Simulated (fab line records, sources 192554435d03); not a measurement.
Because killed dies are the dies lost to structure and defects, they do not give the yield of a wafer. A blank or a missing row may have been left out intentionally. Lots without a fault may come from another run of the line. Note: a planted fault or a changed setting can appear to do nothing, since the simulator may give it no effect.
Split-lot trial -- flow n5-finfet -- route with 1938 steps; 7 lots, 21 wafers read

== ON THE SPLIT ==
At N5_BEOL_M14_SPUTTER_44 (material Ta, target thk 15 nm, time 24.19 s), the setting time-s was moved away from the recipe's 24.19 s on 7 of the 21 wafers read, by -13.5% to +11.9%. All remaining wafers had this setting at the recipe value.

The reading is taken at the split's own step.

== THE READING ==
Ta_of_BEOL_M14_SPUTTER_44.thk-nm (the simulator's own value, which no gauge read), in nm, at N5_BEOL_M14_SPUTTER_44 (material Ta, target thk 15 nm, time 24.19 s). The file does not state a usual value for it. Across the 14 wafers here that went through the recipe, the average is 15.1 nm and the standard deviation 0.12 nm.

wafer,"tool, chamber at the split","time-s as run, s",against the recipe,"Ta_of_BEOL_M14_SPUTTER_44.thk-nm, nm",against lot-mates on the recipe
L079.3,"pvd-sputter-01, -",27.08,+11.9%,16.8,+1.8
L079.4,"pvd-sputter-01, -",27.08,+11.9%,16.8,+1.8
L079.6,"pvd-sputter-01, -",24.19,recipe,15,-
L081.1,"pvd-sputter-03, -",20.92,-13.5%,13.4,-1.8
L081.2,"pvd-sputter-03, -",24.19,recipe,15,-
L081.4,"pvd-sputter-03, -",24.19,recipe,15.4,-
L088.1,"pvd-sputter-01, -",24.19,recipe,15,-
L088.3,"pvd-sputter-01, -",24.19,recipe,15,-
L088.4,"pvd-sputter-01, -",24.19,recipe,15,-
L091.2,"pvd-sputter-03, -",26.05,+7.7%,16,+0.8
L091.3,"pvd-sputter-03, -",26.05,+7.7%,16,+0.8
L091.5,"pvd-sputter-03, -",24.19,recipe,15.2,-
L094.3,"pvd-sputter-01, -",24.19,recipe,15,-
L094.6,"pvd-sputter-01, -",24.19,recipe,15,-
L094.4,"pvd-sputter-01, -",24.19,recipe,15.2,-
L096.3,"pvd-sputter-02, -",24.19,recipe,15,-
L096.6,"pvd-sputter-02, -",24.19,recipe,15,-
L096.4,"pvd-sputter-02, -",24.19,recipe,15.2,-
L095.2,"pvd-sputter-02, -",24.19,recipe,15.2,-
L095.3,"pvd-sputter-02, -",22.35,-7.6%,14.2,-1.0
L095.6,"pvd-sputter-02, -",22.35,-7.6%,14.2,-1.0

THE FIT
A straight line over all 21 wafers: Ta_of_BEOL_M14_SPUTTER_44.thk-nm changes by +0.13 nm for each +1% of time-s; r = +0.99; the points scatter about the line by 0.13 nm.
The same after taking each lot's own level away (the mean of its wafers on the recipe; 21 wafers): +0.135 nm for each +1%; r = +0.99; scatter 0.13 nm.
The reading moves by 1.8 nm for the largest change in time-s, on that fit.
From 15.00 to 15.20 nm: that is the span of the lots' own levels, equal to 1.6 times the standard deviation above.
So the lot-to-lot level changes the slope little: the two slopes agree.
Check: -1.84 nm against its lot-mates is what the line predicts for one of the wafers moved furthest among these (-13.5%) when that wafer is left out of the fit. Against them it came out at -1.8 nm.

== FURTHER SPLITS ON THESE WAFERS ==
These wafers also went through other splits before the reading. Each is held against what the fit with the lots' levels taken away leaves over:
other split on the same wafers,wafers away from the commonest value,r with Ta_of_BEOL_M14_SPUTTER_44.thk-nm (lot level and that fit taken away)
N5_BEOL_M13_ILD_DEP_00 time-s,8,+0.38
N5_BEOL_M14_PEB_08 peb-temp-c,9,+0.29
N5_BEOL_M14_SPUTTER_43 power-w,9,-0.09

== THE FILE'S OWN FIT ==
Ta_of_BEOL_M14_SPUTTER_44.thk-nm changes by +0.135 nm for each +1% of time-s, r = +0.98.
